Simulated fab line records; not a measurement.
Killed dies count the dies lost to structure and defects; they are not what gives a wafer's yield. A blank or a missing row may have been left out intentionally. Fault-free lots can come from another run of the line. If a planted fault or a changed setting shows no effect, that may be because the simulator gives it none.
Which tool did it? -- flow n5-finfet -- 7 lots, 21 wafers sampled, at 8 steps of a route of 1938

== WHAT THE GAUGES SHOWED, per wafer ==
N5_FIN_SAQP_CD_MEAS_31: the cd target is 8 nm. Usual: cd-nm 8.08 nm, standard deviation 0.22.
lot,measured,on,cd-nm (nm),flag
L948,day 3 15:16,cd-sem-03,7.62 7.84 7.94,
L949,day 3 20:40,cd-sem-02,8.00 8.52 8.16,
L950,day 4 02:41,cd-sem-03,7.94 7.91 7.63,
L953,day 4 19:59,cd-sem-01,8.57 8.32 8.45,
L960,day 6 13:15,cd-sem-01,8.04 8.30 8.36,
L962,day 7 02:41,cd-sem-03,8.18 8.36 8.34,
L965,day 7 19:34,cd-sem-03,8.30 8.58 7.79,

N5_FIN_SAQP_INSPECT_40: inspects for defects (brightfield). Usual: raw-defect-count 229, standard deviation 69.
lot,measured,on,raw-defect-count,flag
L948,day 3 15:51,defect-inspect-02,140 212 158,
L949,day 3 21:21,defect-inspect-02,286 242 177,
L950,day 4 03:16,defect-inspect-02,710 820 790,OFF
L953,day 4 20:34,defect-inspect-01,704 745 615,OFF
L960,day 6 13:50,defect-inspect-02,154 145 165,
L962,day 7 03:16,defect-inspect-02,237 238 220,
L965,day 7 20:11,defect-inspect-02,233 304 189,

N5_FIN_CUT_INSPECT_10: inspects for defects (brightfield). Usual: raw-defect-count 42, standard deviation 12.
lot,measured,on,raw-defect-count,flag
L948,day 3 16:14,defect-inspect-01,40 41 32,
L949,day 3 21:52,defect-inspect-02,42 33 29,
L950,day 4 03:47,defect-inspect-01,490 489 468,OFF
L953,day 4 20:57,defect-inspect-01,491 486 453,OFF
L960,day 6 14:14,defect-inspect-02,30 34 23,
L962,day 7 03:40,defect-inspect-01,55 32 46,
L965,day 7 20:43,defect-inspect-01,44 52 30,

N5_FIN_CUT_INSPECT_17: inspects for defects (brightfield). Usual: raw-defect-count 233, standard deviation 70.
lot,measured,on,raw-defect-count,flag
L948,day 3 17:15,defect-inspect-01,148 216 158,
L949,day 3 22:49,defect-inspect-02,287 250 190,
L950,day 4 04:52,defect-inspect-02,722 810 810,OFF
L953,day 4 22:10,defect-inspect-02,716 751 611,OFF
L960,day 6 15:11,defect-inspect-02,170 151 169,
L962,day 7 04:38,defect-inspect-01,267 236 222,
L965,day 7 21:43,defect-inspect-02,235 299 206,

N5_BEOL_M4_RC_MEAS_101. Usual: DIBL_N 36.4 mV/V, standard deviation 1.7; DIBL_P 36.4 mV/V, standard deviation 2.1; IOFF_N 0.16 nA/um, standard deviation 0.035; IOFF_P 0.21 nA/um, standard deviation 0.035; ION_N 680 uA/um, standard deviation 11; ION_P 465 uA/um, standard deviation 6.8; SS_N 71.5 mV/dec, standard deviation 0.58; SS_P 73.2 mV/dec, standard deviation 0.72; VT_N 249 mV, standard deviation 3.6; VT_P -250 mV, standard deviation 3.1.
lot,measured,on,DIBL_N (mV/V),DIBL_P (mV/V),IOFF_N (nA/um),IOFF_P (nA/um),ION_N (uA/um),ION_P (uA/um),SS_N (mV/dec),SS_P (mV/dec),VT_N (mV),VT_P (mV),flag
L948,day 9 22:27,prober-01,36.3 34.1 36.1,35.4 33.1 35.0,0.15 0.13 0.15,0.22 0.19 0.22,689 670 683,472 466 474,71.8 71.3 71.7,73.4 72.8 73.1,252 252 252,-248 -246 -246,
L949,day 10 00:14,prober-02,36.7 32.4 36.7,38.2 33.1 37.7,0.19 0.12 0.19,0.24 0.16 0.23,682 671 682,472 461 465,72.0 71.7 71.5,74.0 72.1 73.9,244 254 246,-249 -253 -250,
L950,day 9 23:12,prober-02,34.2 34.8 37.7,34.4 34.9 37.7,0.13 0.14 0.18,0.18 0.18 0.22,689 675 695,466 465 468,70.7 72.1 71.9,72.2 72.0 72.7,251 251 248,-254 -253 -252,
L953,day 10 17:04,prober-02,37.5 37.0 38.2,39.5 37.7 39.3,0.18 0.16 0.19,0.23 0.20 0.22,680 662 677,463 456 458,71.6 71.4 71.7,74.5 73.6 74.7,249 250 247,-249 -251 -249,
L960,day 12 14:55,prober-02,34.0 37.2 35.8,33.9 36.5 35.5,0.12 0.16 0.14,0.15 0.19 0.18,664 674 676,457 458 464,71.4 71.8 70.8,72.0 72.7 72.2,256 250 252,-253 -252 -255,
L962,day 13 14:23,prober-01,36.7 35.4 35.4,38.0 35.9 36.5,0.19 0.17 0.18,0.23 0.19 0.19,681 684 690,460 460 466,71.7 71.5 71.6,73.4 73.1 73.5,245 246 248,-249 -253 -254,
L965,day 13 21:46,prober-01,36.0 34.6 38.6,36.2 33.8 39.1,0.16 0.12 0.21,0.23 0.19 0.28,678 665 692,470 464 469,71.7 71.1 72.3,72.8 72.1 74.4,248 252 247,-249 -251 -247,

== TOOL THAT RAN EACH LOT (tool first, then ch and the chambers of the sampled wafers, then the start) ==
lot,N5_FIN_SAQP_STRIP_55,N5_FIN_SAQP_ETCH_69,N5_FIN_SAQP_HM_OPEN_33
L948,"rie-diel-04 ch 0,1,2, day 3 11:32","rie-diel-04 ch 0,1,2, day 3 14:24","rie-diel-04 ch 1,2, day 3 15:19"
L949,"rie-diel-04 ch 0,1,3, day 3 17:27","rie-diel-01 ch 0,1, day 3 19:50","rie-diel-02 ch 2,3, day 3 20:47"
L950,"rie-diel-04 ch 0,1, day 3 23:29","rie-diel-04 ch 0,1, day 4 01:52","rie-diel-02 ch 1,2,3, day 4 02:44"
L953,"rie-diel-04 ch 0,1,3, day 4 15:47","rie-diel-01 ch 0,1,3, day 4 18:59","rie-diel-01 ch 1,2, day 4 20:02"
L960,"rie-diel-01 ch 0,1,3, day 6 09:30","rie-diel-01 ch 1,2,3, day 6 12:19","rie-diel-02 ch 1,2,3, day 6 13:18"
L962,"rie-diel-02 ch 1,2,3, day 6 22:54","rie-diel-04 ch 1,2,3, day 7 01:50","rie-diel-01 ch 0,1, day 7 02:44"
L965,"rie-diel-01 ch 0,2,3, day 7 15:46","rie-diel-01 ch 0,3, day 7 18:17","rie-diel-01 ch 0,2,3, day 7 19:40"
- N5_FIN_SAQP_STRIP_55: strips in N2/H2.
- N5_FIN_SAQP_ETCH_69: etches SOC in N2/H2, stops on SiNx, target depth 150 nm.
- N5_FIN_SAQP_HM_OPEN_33: chemistry CH3F/O2, target SiNx, target depth 49.4 nm, time 70.6 s.

== WHAT THE TOOLS THEMSELVES READ (means of the sampled wafers that have a number; where no wafer has one, the mark that the record gives instead) ==
N5_FIN_SAQP_STRIP_55. Usual: drypump-motor-current-A 5.8 A, standard deviation 0.55; h2-flow-sccm 300.0 sccm, standard deviation 0.88; oes-product-au 0.80 a.u., standard deviation 0.069; rf-vpp-V 121.8 V, standard deviation 1.5; showerhead-plenum-p-Torr 3.37 Torr, standard deviation 0.089; throttle-valve-pct 19.0 %, standard deviation 0.45.
lot,tool,drypump-motor-current-A (A),h2-flow-sccm (sccm),oes-product-au (a.u.),rf-vpp-V (V),showerhead-plenum-p-Torr (Torr),throttle-valve-pct (%),flag
L948,rie-diel-04,6.3,300.5,0.82,121.9,3.28,19.0,
L949,rie-diel-04,6.0,299.4,0.75,120.1,3.27,19.3,
L950,rie-diel-04,6.3,300.7,0.74,120.9,3.30,19.3,
L953,rie-diel-04,6.0,299.3,0.75,121.7,3.26,19.3,
L960,rie-diel-01,5.7,300.5,0.87,123.0,3.41,18.4,
L962,rie-diel-02,5.8,300.1,0.75,120.6,3.40,19.2,
L965,rie-diel-01,5.6,301.0,0.83,122.8,3.35,18.5,

N5_FIN_SAQP_ETCH_69. Usual: drypump-motor-current-A 5.8 A, standard deviation 0.55; h2-flow-sccm 200.0 sccm, standard deviation 0.62; oes-product-au 0.80 a.u., standard deviation 0.068; rf-fwd-power-W 844.2 W, standard deviation 2.7; rf-vpp-V 240.6 V, standard deviation 1.2; showerhead-plenum-p-Torr 2.54 Torr, standard deviation 0.071; throttle-valve-pct 17.8 %, standard deviation 0.32.
lot,tool,drypump-motor-current-A (A),h2-flow-sccm (sccm),oes-product-au (a.u.),rf-fwd-power-W (W),rf-vpp-V (V),showerhead-plenum-p-Torr (Torr),throttle-valve-pct (%),flag
L948,rie-diel-04,6.3,199.8,0.80,845.0,239.8,2.48,17.9,
L949,rie-diel-01,5.3,200.1,0.91,846.2,240.9,2.58,17.5,
L950,rie-diel-04,6.3,200.0,0.73,843.3,239.9,2.49,18.1,
L953,rie-diel-01,5.7,200.1,0.86,842.7,241.3,2.59,17.5,
L960,rie-diel-01,5.6,199.8,0.81,845.4,241.1,2.55,17.6,
L962,rie-diel-04,5.8,200.3,0.78,844.5,240.5,2.48,18.0,
L965,rie-diel-01,5.9,199.6,0.82,843.8,241.5,2.58,17.5,

N5_FIN_SAQP_HM_OPEN_33. Usual: CH3F_flow_sccm 30.01 sccm, standard deviation 0.1; drypump-motor-current-A 5.7 A, standard deviation 0.53; etch-rf-on-time-s 69.0 s, standard deviation 1.4; mfc-ar-sccm 150.0 sccm, standard deviation 0.42; oes-product-au 0.69 a.u., standard deviation 0.06; rf-fwd-power-W 390.8 W, standard deviation 1.4; rf-vpp-V 296 V, standard deviation 5.4; showerhead-plenum-p-Torr 2.01 Torr, standard deviation 0.051; throttle-valve-pct 16.35 %, standard deviation 0.28.
lot,tool,CH3F_flow_sccm (sccm),drypump-motor-current-A (A),etch-rf-on-time-s (s),mfc-ar-sccm (sccm),oes-product-au (a.u.),rf-fwd-power-W (W),rf-vpp-V (V),showerhead-plenum-p-Torr (Torr),throttle-valve-pct (%),flag
L948,rie-diel-04,30.07,6.1,66.9,150.5,0.75,390.0,295,1.96,16.15,
L949,rie-diel-02,30.03,5.5,68.4,149.6,0.66,390.6,297,2.06,16.42,
L950,rie-diel-02,29.96,5.8,68.1,149.9,0.66,390.9,296,2.03,16.50,
L953,rie-diel-01,29.95,5.3,67.4,150.1,0.72,390.0,300,2.02,16.24,
L960,rie-diel-02,29.91,5.8,68.9,150.1,0.64,391.5,298,2.02,16.54,
L962,rie-diel-01,29.91,5.4,70.1,150.0,0.72,391.4,293,2.05,16.29,
L965,rie-diel-01,30.03,5.5,68.9,150.3,0.71,390.8,295,2.00,16.17,

== THE ANSWER, worked out from the rows above alone ==
Rule: a lot counts as off when the mean over its wafers that have a number is more than 3 standard deviations away from the usual mean. Also off: a lot with no number at a reading for which 4 or more lots have one. The other lots that the step has rows for count as sound. Order of review: gauges by route order, followed by the tools' own readings, for which a lot's mean as printed above is used. At the first step where some lot is off, the reading lying furthest off is the one used; lots without a number count as furthest.
Off, at N5_FIN_SAQP_INSPECT_40 on raw-defect-count: L950, L953.
A tool fits if, at a process step before that reading, it ran every lot that is off, and no sound lot after the first of them. The gauges at N5_FIN_SAQP_INSPECT_40 are tried like those tools. One fits: N5_FIN_SAQP_STRIP_55 on rie-diel-04. Its last sound lot is L949 (day 3 17:27), its first lot that is off L950 (day 3 23:29): a fault that began between those two fits.

== WHAT THE SIMULATOR HAD PUT IN ==
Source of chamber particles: rie-diel-04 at N5_FIN_SAQP_STRIP_55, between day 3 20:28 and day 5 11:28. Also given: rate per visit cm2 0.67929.
Lots struck among those shown: L950, L953. The same result came from the rule above.
